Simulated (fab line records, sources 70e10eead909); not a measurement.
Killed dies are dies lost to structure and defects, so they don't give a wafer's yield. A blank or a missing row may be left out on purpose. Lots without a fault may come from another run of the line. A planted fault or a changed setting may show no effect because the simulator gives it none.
Chamber matching | flow nand_harc | NHARC_A_STAIRCASE_DESCUM_168 on rie_diel-11: 4 sister chambers
The step chemistry O2, time 3 s. 14 wafers are shown with their chamber, then 7 later ones without.

WAFERS WITH THEIR CHAMBER
wafer  | chamber | showerhead_plenum_p_Torr (Torr) | drypump_motor_current_A (A) | oes_product_au (a.u.)
L078.2 | 1       | 1.95                            | 6.4                         | 0.986
L078.5 | 0       | 2.01                            | 5.5                         | 1.008
L078.6 | 1       | 1.95                            | 6.4                         | 0.989
L083.1 | 3       | 1.81                            | 5.7                         | 0.999
L083.2 | 2       | 2.07                            | 5.5                         | 1.013
L083.5 | 0       | 2.01                            | 5.4                         | 1.009
L083.3 | 0       | 2.01                            | 5.4                         | 1.002
L083.4 | 1       | 1.95                            | 6.4                         | 0.985
L083.6 | 3       | 1.81                            | 5.7                         | 1.003
L089.1 | 2       | 2.06                            | 5.5                         | 0.993
L089.4 | 0       | 2.00                            | 5.5                         | 0.999
L089.5 | 3       | 1.81                            | 5.7                         | 1.001
L090.1 | 2       | 2.06                            | 5.5                         | 0.998
L090.2 | 0       | 2.00                            | 5.5                         | 0.992

SIGNATURES (means of the wafers above)
reading                  | chamber 0 | chamber 1 | chamber 2 | chamber 3 | scatter within a chamber
showerhead_plenum_p_Torr | 2.0060    | 1.9500    | 2.0633    | 1.8100    | 0.00432
drypump_motor_current_A  | 5.460     | 6.400     | 5.500     | 5.700     | 0.0346
oes_product_au           | 1.00200   | 0.98667   | 1.00133   | 1.00100   | 0.00654
Rule: a wafer's distance from a chamber is the root of the sum, over the readings, of the square of ((its reading less the chamber's mean) divided by the reading's scatter). The wafer belongs to the nearest chamber; if the next one is less than 2 further off, it can't be placed. The scatter: the root of (the sum of the squares of (reading less its chamber's mean) over the shown wafers, divided by (wafers less chambers)).

WAFERS WITHOUT THEIR CHAMBER
wafer  | showerhead_plenum_p_Torr (Torr) | drypump_motor_current_A (A) | oes_product_au (a.u.)
L090.4 | 1.80                            | 5.8                         | 0.997
L094.1 | 1.94                            | 6.4                         | 0.993
L094.3 | 1.80                            | 5.7                         | 0.992
L094.5 | 2.06                            | 5.5                         | 1.017
L096.1 | 2.00                            | 5.4                         | 1.011
L096.4 | 1.80                            | 5.7                         | 0.994
L096.5 | 1.94                            | 6.4                         | 0.991

WHICH CHAMBER EACH WENT THROUGH
wafer  | from the rows above | in truth
L090.4 | 3                   | 3
L094.1 | 1                   | 1
L094.3 | 3                   | 3
L094.5 | 2                   | 2
L096.1 | 0                   | 0
L096.4 | 3                   | 3
L096.5 | 1                   | 1
Placed correctly: 7 of 7. Can't be placed from these rows: 0. Placed wrongly: 0.
